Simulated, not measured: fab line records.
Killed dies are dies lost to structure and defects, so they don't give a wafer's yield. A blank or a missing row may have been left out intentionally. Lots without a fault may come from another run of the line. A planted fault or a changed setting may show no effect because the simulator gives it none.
Chamber matching :: flow n5 finfet :: N5_MOL_CONTACT_COAG_VIA_ETCH_117 on rie diel-05: 4 sister chambers
The step etches SiO2 in C4F6/O2, target depth 40 nm, overetch 8 nm, time 26 s. 20 wafers are shown with their chamber, then 10 later ones without.

## WAFERS, EACH WITH ITS CHAMBER
wafer: L074.2
chamber: 0
drypump motor current A (A): 6.1
rf vpp V (V): 1572
showerhead plenum p Torr (Torr): 2.79

wafer: L074.4
chamber: 2
drypump motor current A (A): 5.5
rf vpp V (V): 1627
showerhead plenum p Torr (Torr): 2.93

wafer: L074.6
chamber: 1
drypump motor current A (A): 5.8
rf vpp V (V): 1594
showerhead plenum p Torr (Torr): 2.83

wafer: L078.1
chamber: 1
drypump motor current A (A): 5.8
rf vpp V (V): 1595
showerhead plenum p Torr (Torr): 2.82

wafer: L078.3
chamber: 0
drypump motor current A (A): 6.1
rf vpp V (V): 1572
showerhead plenum p Torr (Torr): 2.79

wafer: L078.4
chamber: 2
drypump motor current A (A): 5.5
rf vpp V (V): 1625
showerhead plenum p Torr (Torr): 2.92

wafer: L080.2
chamber: 2
drypump motor current A (A): 5.5
rf vpp V (V): 1628
showerhead plenum p Torr (Torr): 2.92

wafer: L080.3
chamber: 1
drypump motor current A (A): 5.8
rf vpp V (V): 1593
showerhead plenum p Torr (Torr): 2.82

wafer: L080.6
chamber: 0
drypump motor current A (A): 6.1
rf vpp V (V): 1573
showerhead plenum p Torr (Torr): 2.79

wafer: L084.3
chamber: 3
drypump motor current A (A): 6.1
rf vpp V (V): 1601
showerhead plenum p Torr (Torr): 2.93

wafer: L084.4
chamber: 2
drypump motor current A (A): 5.5
rf vpp V (V): 1626
showerhead plenum p Torr (Torr): 2.92

wafer: L084.5
chamber: 1
drypump motor current A (A): 5.7
rf vpp V (V): 1593
showerhead plenum p Torr (Torr): 2.82

wafer: L088.2
chamber: 1
drypump motor current A (A): 5.8
rf vpp V (V): 1593
showerhead plenum p Torr (Torr): 2.82

wafer: L088.4
chamber: 0
drypump motor current A (A): 6.1
rf vpp V (V): 1571
showerhead plenum p Torr (Torr): 2.78

wafer: L088.5
chamber: 1
drypump motor current A (A): 5.8
rf vpp V (V): 1591
showerhead plenum p Torr (Torr): 2.82

wafer: L089.4
chamber: 2
drypump motor current A (A): 5.5
rf vpp V (V): 1627
showerhead plenum p Torr (Torr): 2.91

wafer: L089.5
chamber: 0
drypump motor current A (A): 6.1
rf vpp V (V): 1573
showerhead plenum p Torr (Torr): 2.78

wafer: L089.6
chamber: 1
drypump motor current A (A): 5.8
rf vpp V (V): 1592
showerhead plenum p Torr (Torr): 2.82

wafer: L091.3
chamber: 3
drypump motor current A (A): 6.1
rf vpp V (V): 1599
showerhead plenum p Torr (Torr): 2.93

wafer: L091.5
chamber: 1
drypump motor current A (A): 5.8
rf vpp V (V): 1593
showerhead plenum p Torr (Torr): 2.81

SIGNATURES, as means of the wafers listed above
reading: drypump motor current A
chamber 0: 6.100
chamber 1: 5.787
chamber 2: 5.500
chamber 3: 6.100
scatter within a chamber: 0.0234

reading: rf vpp V
chamber 0: 1572.20
chamber 1: 1593.00
chamber 2: 1626.60
chamber 3: 1600.00
scatter within a chamber: 1.12

reading: showerhead plenum p Torr
chamber 0: 2.7860
chamber 1: 2.8200
chamber 2: 2.9200
chamber 3: 2.9300
scatter within a chamber: 0.0057
Rule: for each reading, subtract the chamber's mean from the wafer's reading, divide by that reading's scatter and square the result; add these up over the readings and take the root, which gives the wafer's distance from the chamber. If the next closest chamber is less than 2 further off than the closest, the wafer can't be placed; otherwise it belongs to the closest. How the scatter is found: for the shown wafers, subtract from each reading the mean of its chamber, square and add these, divide the total by (wafers less chambers), then take the root.

## WAFERS WHOSE CHAMBER IS MISSING
wafer: L091.6
drypump motor current A (A): 6.1
rf vpp V (V): 1573
showerhead plenum p Torr (Torr): 2.78

wafer: L092.2
drypump motor current A (A): 5.8
rf vpp V (V): 1593
showerhead plenum p Torr (Torr): 2.81

wafer: L092.3
drypump motor current A (A): 6.1
rf vpp V (V): 1571
showerhead plenum p Torr (Torr): 2.78

wafer: L092.6
drypump motor current A (A): 6.1
rf vpp V (V): 1572
showerhead plenum p Torr (Torr): 2.78

wafer: L093.2
drypump motor current A (A): 5.8
rf vpp V (V): 1593
showerhead plenum p Torr (Torr): 2.81

wafer: L093.3
drypump motor current A (A): 6.2
rf vpp V (V): 1601
showerhead plenum p Torr (Torr): 2.93

wafer: L093.5
drypump motor current A (A): 6.1
rf vpp V (V): 1602
showerhead plenum p Torr (Torr): 2.93

wafer: L096.1
drypump motor current A (A): 6.1
rf vpp V (V): 1600
showerhead plenum p Torr (Torr): 2.92

wafer: L096.2
drypump motor current A (A): 6.1
rf vpp V (V): 1571
showerhead plenum p Torr (Torr): 2.78

wafer: L096.5
drypump motor current A (A): 5.5
rf vpp V (V): 1625
showerhead plenum p Torr (Torr): 2.91

## THE CHAMBER EACH PASSED THROUGH
wafer: L091.6
from the rows above: 0
in truth: 0

wafer: L092.2
from the rows above: 1
in truth: 1

wafer: L092.3
from the rows above: 0
in truth: 0

wafer: L092.6
from the rows above: 0
in truth: 0

wafer: L093.2
from the rows above: 1
in truth: 1

wafer: L093.3
from the rows above: 3
in truth: 3

wafer: L093.5
from the rows above: 3
in truth: 3

wafer: L096.1
from the rows above: 3
in truth: 3

wafer: L096.2
from the rows above: 0
in truth: 0

wafer: L096.5
from the rows above: 2
in truth: 2
10 of 10 placed correctly. Number that these rows cannot place: 0. Number placed wrongly: 0.
